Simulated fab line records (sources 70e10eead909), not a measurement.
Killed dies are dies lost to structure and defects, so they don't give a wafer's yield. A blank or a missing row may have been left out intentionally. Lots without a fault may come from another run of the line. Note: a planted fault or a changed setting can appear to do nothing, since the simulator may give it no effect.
Struck lot and sound lot, side by side + flow nand harc + 25 steps out of a route of 1302
Sound: these wafers, L386.1, L386.4, L386.5. Wafers L395.1, L395.5, L395.6 were the ones struck. At the end, the cause is stated.
For every step that has rows: the tool of each side, followed by ch and its chambers, followed by its first start. Under that, the readings that differ: sound wafers + struck wafers + difference of the means + sigmas: that difference in standard deviations of wafers without a fault.
alike: a reading whose means differ by less than 2 such deviations, as well as words and numbers matching on both sides. not compared: withheld readings; readings where some wafer has no value; bounds like >300 that might hide an equal value; numbers whose values overlap and for which the record gives no deviation.
The two part at a step that has a row with sigmas, a row that says differs or no value, or rows on one side only. When numbers do not overlap yet have no deviation, they are printed without sigmas and do not part them. A reading that every wafer of one side lacks parts them only if that side has two wafers or more.

first, 4 steps without rows for these wafers: NHARC_P_GATE_PRECLEAN_71 (cleans in SC1); NHARC_P_GATE_SRD_72; NHARC_P_GATE_OXIDE_16 (material SiO2, target thk 3 nm, ox time 392 s); NHARC_P_GATE_CVD_17 (deposits poly-Si, target thk 150 nm, time 900 s).
NHARC_P_GATE_HM_DEP_102: deposits aC, target thk 120 nm.
  sound on acl dep-03 ch 0, day 6 12:01; struck on acl dep-02 ch 0, day 10 10:08
  alike: throttle valve pct
NHARC_P_GATE_DEP_103: deposits SiON, target thk 30 nm.
  sound on pecvd-04 ch 0,1,2, day 6 12:43; struck on pecvd-01 ch 0,2, day 10 10:50
  alike: heater power w
then, 6 steps without rows for these wafers: NHARC_P_GATE_DEHYDRATE_18 (time 120 s); NHARC_P_GATE_HMDS_19 (time 30 s); NHARC_P_GATE_COAT_20 (resist thk 90 nm); NHARC_P_GATE_SOFTBAKE_21 (time 55 s); NHARC_P_GATE_EBR_22; NHARC_P_GATE_EXPOSE_23 (exposes mask P GATE, target cd 120 nm).
NHARC_P_GATE_PEB_24: peb time 65 s.
  sound on litho track-01 ch 0, day 6 13:10; struck on litho track-01 ch 0, day 10 11:26
then, 1 step without rows for these wafers: NHARC_P_GATE_DEVELOP_25 (develop time 35 s).
NHARC_P_GATE_CD_MEAS_26 targets a cd of 120 nm.
  sound on cd sem-01 ch 0, day 6 13:14; struck on cd sem-02 ch 0, day 10 11:31
| reading    | sound             | struck            | difference | sigmas |
|------------|-------------------|-------------------|------------|--------|
| cd nm (nm) | 120.2 119.3 120.1 | 117.7 117.6 117.4 | -2.3       | -4     |
NHARC_P_GATE_OVL_MEAS_27:
  sound on overlay-02 at day 6 13:19; struck on overlay-02 at day 10 11:36
  alike: overlay x nm, overlay y nm
NHARC_P_GATE_INSPECT_28:
  sound on defect inspect-01 at day 6 13:22; struck on defect inspect-02 at day 10 11:38
  alike: raw defect count
NHARC_P_GATE_DESCUM_31: chemistry O2, time 3 s.
  sound on rie diel-03 ch 1,3, day 6 13:25; struck on rie diel-03 ch 0,1,3, day 10 11:43
| reading                 | sound             | struck            | difference | sigmas |
|-------------------------|-------------------|-------------------|------------|--------|
| oes product au (a.u.)   | 0.991 0.993 0.992 | 1.003 1.016 1.006 | +0.016     | +2     |
| model.P_GATE.cd nm (nm) | 120.2 119.2 120   | 117.7 117.6 117.2 | -2.3       |        |
  alike: drypump motor current A, rf vpp V, showerhead plenum p Torr, throttle valve pct
  not compared: rf hours counter h
then, 1 step without rows for these wafers: NHARC_P_GATE_ETCH_104 (etches the open film in CF4/CHF3, target depth 60 nm).
NHARC_P_GATE_HM_OPEN_105: chemistry O2/COS, target depth 360 nm.
  sound on rie diel-03 ch 0,2,3; struck on rie diel-03 ch 1,2
  alike: drypump motor current A, oes product au, rf vpp V, showerhead plenum p Torr, throttle valve pct
  not compared: rf hours counter h
then, 1 step without rows for these wafers: NHARC_P_GATE_STRIP_106 (strips in O2/COS).
NHARC_P_GATE_ETCH_114: etches the open film in CF4/O2, target depth 30 nm, overetch 3 nm, time 16.5 s.
  sound on rie diel-03 ch 1,2,3; struck on rie diel-03 ch 2,3
  alike: drypump motor current A, oes_o_777_au, oes product au, rf vpp V, showerhead plenum p Torr, throttle valve pct
  not compared: rf hours counter h
NHARC_P_GATE_ETCH_32: etches the open film in HBr/Cl2, target depth 150 nm, time 100.1 s.
  sound on rie si-02 ch 1,2,3, day 6 13:56; struck on rie si-06 ch 1,2,3, day 10 12:11
| reading                     | sound             | struck            | difference | sigmas |
|-----------------------------|-------------------|-------------------|------------|--------|
| drypump motor current A (A) | 5.0 5.9 5.4       | 6.4 6.7 6.1       | +1.0       | +2     |
| oes product au (a.u.)       | 0.989 0.983 0.989 | 1.004 0.994 1.007 | +0.015     | +2     |
  alike: throttle valve pct
  not compared: rf hours counter h, model.P_GATE.cd nm
NHARC_P_GATE_STRIP_108: strips in O2.
  sound on rie diel-05 ch 0,2, day 6 14:05; struck on rie diel-05 ch 1,2, day 10 12:20
  alike: drypump motor current A, oes product au, rf vpp V, showerhead plenum p Torr, throttle valve pct
  not compared: rf hours counter h
NHARC_END_SORT_01:
  the record has rows for the sound wafers here (prober-01 ch 0, day 26 16:00) and none for the struck ones

WHERE THEY PART
Earliest at NHARC_P_GATE_CD_MEAS_26; latest, in this record, at NHARC_END_SORT_01.

WHY: what the simulator had put in
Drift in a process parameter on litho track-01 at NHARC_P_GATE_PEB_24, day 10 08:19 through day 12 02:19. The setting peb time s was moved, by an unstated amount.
